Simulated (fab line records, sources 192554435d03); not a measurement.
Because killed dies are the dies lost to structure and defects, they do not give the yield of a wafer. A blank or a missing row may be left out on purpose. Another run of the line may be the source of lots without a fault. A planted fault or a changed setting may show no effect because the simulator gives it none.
Chamber matching ; flow n5_finfet ; N5_BEOL_M0_SAQP_ETCH_106 on rie_diel-02 has 4 sister chambers
The step etches SOC in N2/H2, stops on SiNx, target depth 150 nm. 14 wafers are shown with their chamber, then 7 later ones without.

== WAFERS PAIRED WITH THEIR CHAMBERS ==
wafer;chamber;throttle_valve_pct (%);showerhead_plenum_p_Torr (Torr);oes_product_au (a.u.)
L076.3;2;17.81;2.53;0.73
L076.4;1;17.76;2.46;0.81
L076.6;2;17.81;2.53;0.72
L077.3;1;17.74;2.46;0.82
L077.4;0;17.43;2.51;0.90
L077.6;0;17.43;2.51;0.90
L080.4;0;17.43;2.51;0.89
L080.5;0;17.44;2.51;0.89
L080.6;3;18.21;2.57;0.74
L089.2;3;18.23;2.56;0.73
L089.4;1;17.79;2.45;0.80
L089.6;0;17.46;2.50;0.87
L090.3;2;17.86;2.52;0.70
L090.5;1;17.78;2.45;0.80

SIGNATURES (averages over the wafers above)
reading;chamber 0;chamber 1;chamber 2;chamber 3;scatter within a chamber
throttle_valve_pct;17.4380;17.7675;17.8267;18.2200;0.0201
showerhead_plenum_p_Torr;2.5080;2.4550;2.5267;2.5650;0.00545
oes_product_au;0.8900;0.8075;0.7167;0.7350;0.0118
Rule: a wafer's distance from a chamber is the root of the sum, over the readings, of the square of ((its reading less the chamber's mean) divided by the reading's scatter). The wafer belongs to the nearest chamber; if the next one is less than 2 further off, it can't be placed. The scatter: take each reading less its chamber's mean, square it, sum over the shown wafers, divide by the number of wafers less the number of chambers, and take the root.

== WAFERS WITH NO CHAMBER GIVEN ==
wafer;throttle_valve_pct (%);showerhead_plenum_p_Torr (Torr);oes_product_au (a.u.)
L090.6;17.45;2.50;0.86
L092.3;17.79;2.45;0.78
L092.4;18.26;2.56;0.73
L092.5;17.45;2.50;0.87
L094.1;18.26;2.56;0.72
L094.2;17.47;2.50;0.86
L094.4;17.78;2.45;0.78

== CHAMBER TAKEN BY EACH ==
wafer;from the rows above;in truth
L090.6;0;0
L092.3;1;1
L092.4;3;3
L092.5;0;0
L094.1;3;3
L094.2;0;0
L094.4;1;1
7 of 7 placed correctly. Can't be placed from these rows: 0. Wrongly placed: 0.
